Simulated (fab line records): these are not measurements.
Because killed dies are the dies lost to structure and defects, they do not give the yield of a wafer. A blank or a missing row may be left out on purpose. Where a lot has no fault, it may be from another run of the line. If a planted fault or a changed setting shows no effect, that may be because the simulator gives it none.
A lot that was struck, set against a sound lot    flow nand-harc    37 steps out of a route of 1302
Sound: the wafers L908.2, L908.3, L908.6. Struck: wafer L921.3. (L921.1, L921.4 of the same lot were not struck and are left out.) The cause comes at the end.
For every step that has rows: the tool of each side, followed by ch and its chambers, followed by its first start. Under that, the readings that differ: sound wafers    struck wafers    difference of the means    sigmas: that difference in standard deviations of wafers without a fault.
alike: words and numbers the same on both sides, and readings whose means are apart by under 2 such deviations; not compared: readings that were withheld, readings missing a value for some wafer, numbers with overlapping values and no deviation given by the record, and bounds like >300 which may hide the same value.
A row with sigmas, a row that says differs or no value, or rows on one side alone: a step with any of these is where the two part. Numbers that have no deviation but don't overlap get no sigmas and don't part them. A reading missing from all wafers of one side parts the sides only when that side holds two or more wafers.

first, 2 steps without rows for these wafers: NHARC_A_STAIRCASE_ALD_415 (deposits SiO2, target thk 30 nm, pulse time 6 s, ald cycles 300); NHARC_A_STAIRCASE_ETCHBACK_416 (etches the open film in C4F8/O2/Ar, target depth 36 nm, time 7.2 s).
NHARC_A_STAIRCASE_STRIP_476: strips in O2, time 20 s.
  sound on rie-diel-10 ch 0,1, day 18 02:56; struck on rie-diel-06 ch 3, day 23 20:43
reading                          sound                 struck  difference  sigmas
showerhead-plenum-p-Torr (Torr)  3.74 3.78 3.74        3.40    -0.35       -2
throttle-valve-pct (%)           17.051 17.048 17.050  17.022  -0.028      -3
  alike: drypump-motor-current-A, oes-product-au, rf-vpp-V
  not compared: rf-hours-counter-h
then, 4 steps without rows for these wafers: NHARC_A_STAIRCASE_DEP_417 (deposits Si3N4, target thk 60 nm); NHARC_A_STAIRCASE_WET_418 (chemistry H3PO4, target depth 20 nm); NHARC_A_STAIRCASE_PRECLEAN_419 (cleans in SC1); NHARC_A_STAIRCASE_SRD_421.
NHARC_A_STAIRCASE_ALD_420: deposits SiO2, target thk 20 nm, pulse time 6 s, ald cycles 200.
  sound on ald-hk-04 ch 1,3, day 18 05:44; struck on ald-hk-04 ch 3, day 23 22:59
  alike: heater-power-outer-w, heater-power-w, precursor-pulse-height-rel
  not compared: since-wet-clean-h
then, 1 step without rows for these wafers: NHARC_A_STAIRCASE_CVD_552 (deposits SiNx, target thk 40 nm).
NHARC_A_STAIRCASE_DEP_151: deposits SiO2, target thk 7200 nm.
  sound on pecvd-02 ch 0,1,2, day 18 17:58; struck on pecvd-03 ch 0, day 24 08:50
  alike: heater-power-outer-w, heater-power-w
  not compared: since-wet-clean-h
then, 1 step without rows for these wafers: NHARC_A_STAIRCASE_ANNEAL_320 (time 1800 s).
NHARC_A_STAIRCASE_DEP_322: deposits SiO2, target thk 7200 nm.
  sound on pecvd-03 ch 0,1,2, day 19 01:17; struck on pecvd-03 ch 0, day 24 16:36
  alike: heater-power-outer-w, heater-power-w
  not compared: since-wet-clean-h
then, 12 steps without rows for these wafers: NHARC_A_STAIRCASE_ANNEAL_323 (time 1800 s); NHARC_A_STAIRCASE_DEP_325 (deposits SiO2, target thk 7200 nm); NHARC_A_STAIRCASE_ANNEAL_326 (time 1800 s); NHARC_A_STAIRCASE_DEHYDRATE_433 (time 120 s); NHARC_A_STAIRCASE_HMDS_434 (time 30 s); NHARC_A_STAIRCASE_COAT_435; NHARC_A_STAIRCASE_SOFTBAKE_436 (time 170 s); NHARC_A_STAIRCASE_EBR_437; NHARC_A_STAIRCASE_EXPOSE_438 (exposes mask STAIR REV); NHARC_A_STAIRCASE_PEB_439 (peb time 130 s); NHARC_A_STAIRCASE_DEVELOP_440 (time 140 s); NHARC_A_STAIRCASE_HARDBAKE_442 (time 140 s).
NHARC_A_STAIRCASE_DESCUM_443: chemistry O2, time 3 s.
  sound on rie-diel-08 ch 0,1,3, day 19 18:46; struck on rie-diel-08 ch 0, day 25 11:02
  alike: drypump-motor-current-A, oes-product-au, rf-vpp-V, showerhead-plenum-p-Torr, throttle-valve-pct
  not compared: rf-hours-counter-h
NHARC_A_STAIRCASE_ETCH_444: etches the open film in C4F8/O2, target depth 20400 nm, time 6800 s.
  sound on rie-diel-08 ch 0,1,3, day 19 19:47; struck on rie-diel-08 ch 1, day 25 13:56
  alike: oes-product-au, rf-vpp-V
  not compared: rf-hours-counter-h
then, 10 steps without rows for these wafers: NHARC_A_STAIRCASE_STRIP_446 (strips in O2); NHARC_A_STAIRCASE_STRIP_447 (strips in SPM, time 900 s); NHARC_A_STAIRCASE_PRECLEAN_448 (cleans in SC1); NHARC_A_STAIRCASE_SRD_449; NHARC_A_STAIRCASE_CMP_450 (polishes SiO2, target thk 200 nm); NHARC_A_STAIRCASE_CMP_152 (polishes); NHARC_A_STAIRCASE_SRD_154; NHARC_A_STAIRCASE_ETCH_403 (etches SiO2 in dHF, target depth 108.2 nm); NHARC_A_STAIRCASE_ETCHBACK_422 (etches the open film in CH3F/O2, target depth 40 nm, time 74.286 s); NHARC_A_STAIRCASE_ETCH_423 (etches SiO2 in dHF, target depth 30 nm).
-- break in the record here, with 6 days between the starts of the struck wafers on either side (left off in module A_STAIRCASE, picked up again in module END, where the first step shown is number 1302 on the route) --
NHARC_END_SORT_01:
  at this point the record logs the struck wafers (prober-01 ch 0, day 31 06:35) and has no rows for the sound ones

== WHERE THEY PART ==
At NHARC_A_STAIRCASE_STRIP_476 first; at NHARC_END_SORT_01 last (within this record only).

WHY: the cause the simulator had injected
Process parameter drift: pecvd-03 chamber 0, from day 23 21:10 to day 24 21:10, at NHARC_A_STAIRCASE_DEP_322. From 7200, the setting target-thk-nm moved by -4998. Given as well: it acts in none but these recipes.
